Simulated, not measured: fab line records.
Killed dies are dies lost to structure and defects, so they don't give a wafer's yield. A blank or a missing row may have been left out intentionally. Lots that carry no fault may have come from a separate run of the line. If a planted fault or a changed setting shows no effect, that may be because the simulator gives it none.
Chamber matching	flow n5_finfet	N5_BEOL_M5_STRIP_36 on rie_diel-03 has 4 sister chambers
The step strips in N2/H2. 4 wafers are shown with their chamber, then 8 later ones without.

== EACH WAFER AND ITS CHAMBER ==
wafer	chamber	throttle_valve_pct (%)
L083.1	0	23.5
L083.2	1	23.1
L083.5	3	24.7
L088.2	2	23.3

== WAFERS WHOSE CHAMBER IS MISSING ==
wafer	throttle_valve_pct (%)
L088.5	23.3
L088.6	24.4
L094.4	23.3
L094.5	23.5
L094.6	24.5
L096.1	23.2
L096.2	24.5
L096.4	23.5

== WHICH CHAMBER EACH WENT THROUGH ==
wafer	from the rows above	in truth
L088.5	can't be placed: 2 or 0 or 1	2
L088.6	3	3
L094.4	can't be placed: 2 or 0 or 1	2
L094.5	can't be placed: 0 or 2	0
L094.6	3	3
L096.1	can't be placed: 1 or 2 or 0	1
L096.2	3	3
L096.4	can't be placed: 0 or 2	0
Correctly placed: 3 of 8. Not placeable from these rows: 5 (in 5, the candidates include the true chamber). Number placed wrongly: 0.
How it was worked out, from the rows above alone: a wafer's distance from a chamber is the root of the sum, over the readings, of the square of ((its reading less the chamber's mean) divided by the reading's scatter). The wafer belongs to the nearest chamber; if the next one is less than 2 further off, it can't be placed. For every chamber, the mean is computed from those of its wafers that are shown. The scatter (one wafer shown for each chamber): square how far every hidden wafer sits from the nearest shown wafer, average those squares and take the square root.
